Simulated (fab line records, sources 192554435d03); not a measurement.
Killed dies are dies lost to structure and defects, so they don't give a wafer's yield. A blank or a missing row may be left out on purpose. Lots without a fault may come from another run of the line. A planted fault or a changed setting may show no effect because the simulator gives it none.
One fault seen from 3 desks | flow n5_finfet | each desk has only its own numbers; what lay behind them comes last

THE METROLOGY DESK
What the gauges read, lot by lot, whatever tool the lot ran on: means of the sampled wafers that have a number. A lot is out of limits, marked OUT, if its mean lies more than 4 standard deviations from the usual mean; the brackets give that distance. Of its 10 readings 7 are shown: those that lie furthest out on some lot.
Columns: A = IOFF_N at N5_BEOL_M4_RC_MEAS_101, usual 0.17 nA/um; B = IOFF_P at N5_BEOL_M4_RC_MEAS_101, usual 0.22 nA/um; C = ION_N at N5_BEOL_M4_RC_MEAS_101, usual 679 uA/um; D = ION_P at N5_BEOL_M4_RC_MEAS_101, usual 465 uA/um; E = SS_P at N5_BEOL_M4_RC_MEAS_101, usual 73.6 mV/dec; F = VT_N at N5_BEOL_M4_RC_MEAS_101, usual 249 mV; G = VT_P at N5_BEOL_M4_RC_MEAS_101, usual -249 mV
lot  | first seen here | A    | B    | C   | D   | E    | F   | G
L609 | day 10 21:20    | 0.13 | 0.17 | 660 | 452 | 73.5 | 254 | -256
L614 | day 11 19:07    | 0.20 | 0.23 | 686 | 467 | 73.6 | 244 | -249
L616 | day 12 13:52    | 0.18 | 0.23 | 684 | 466 | 73.2 | 248 | -249
L618 | day 13 16:23    | 0.18 | 0.21 | 669 | 455 | 74.0 | 249 | -253
L625 | day 15 02:08    | 0.19 | 0.25 | 682 | 470 | 73.8 | 247 | -247
L621 | day 15 05:56    | 0.16 | 0.24 | 682 | 472 | 73.1 | 249 | -246
L627 | day 16 03:49    | 0.16 | 0.22 | 680 | 466 | 73.5 | 250 | -251
L631 | day 16 15:03    | 0.24 | 0.34 | 709 | 489 | 74.7 | 242 | -239
L632 | day 16 17:29    | 0.14 | 0.19 | 659 | 452 | 73.2 | 250 | -253
This desk's finding: nothing out of limits on any of the 9 lots.

THE DEFECT DESK
What the inspections along the route counted, lot by lot: means of the sampled wafers that have a number. A lot is out of limits, marked OUT, if its mean lies more than 4 standard deviations from the usual mean; the brackets give that distance.
Columns: A = raw_defect_count at N5_BEOL_M0_INSPECT_127, usual 68; B = raw_defect_count at N5_BEOL_M1_INSPECT_13, usual 413
lot  | first seen here | A  | B
L609 | day 6 05:57     | 39 | 411
L614 | day 7 04:34     | 70 | 393
L616 | day 7 20:40     | 76 | 353
L618 | day 8 12:34     | 73 | 432
L621 | day 10 00:36    | 80 | 627
L625 | day 10 02:38    | 32 | 502
L627 | day 10 17:49    | 66 | 479
L631 | day 11 16:48    | 56 | 343
L632 | day 12 03:09    | 84 | 489
This desk's finding: nothing out of limits on any of the 9 lots.

THE TOOL OWNER'S DESK: pecvd-03
The tool's own readings at N5_BEOL_M1_PECVD_72 (deposits SiO2 from TEOS/O2, target thk 16 nm, time 18 s): means of the sampled wafers that have a number, for each lot that ran on this tool. A lot is out of limits, marked OUT, if its mean lies more than 4 standard deviations from the usual mean; the brackets give that distance.
Columns: A = heater_power_w at N5_BEOL_M1_PECVD_72, usual 806 W; B = showerhead_plenum_p_Torr at N5_BEOL_M1_PECVD_72, usual 8.74 Torr; C = throttle_valve_pct at N5_BEOL_M1_PECVD_72, usual 22.0 %
lot  | first seen here | A   | B    | C
L609 | day 6 06:05     | 853 | 8.70 | 22.2
L614 | day 7 04:43     | 851 | 8.68 | 22.3
L616 | day 7 20:48     | 807 | 8.68 | 22.5
L618 | day 8 12:43     | 763 | 8.71 | 22.2
L621 | day 10 00:44    | 798 | 8.66 | 22.2
L625 | day 10 02:47    | 768 | 8.77 | 22.7
L627 | day 10 17:57    | 740 | 8.65 | 22.1
This desk's finding: nothing out of limits on any of the 7 lots.

PUT TOGETHER
The metrology desk saw nothing out of limits.
The defect desk saw nothing out of limits.
The tool owner's desk saw nothing out of limits.

WHAT THE SIMULATOR HAD PUT IN
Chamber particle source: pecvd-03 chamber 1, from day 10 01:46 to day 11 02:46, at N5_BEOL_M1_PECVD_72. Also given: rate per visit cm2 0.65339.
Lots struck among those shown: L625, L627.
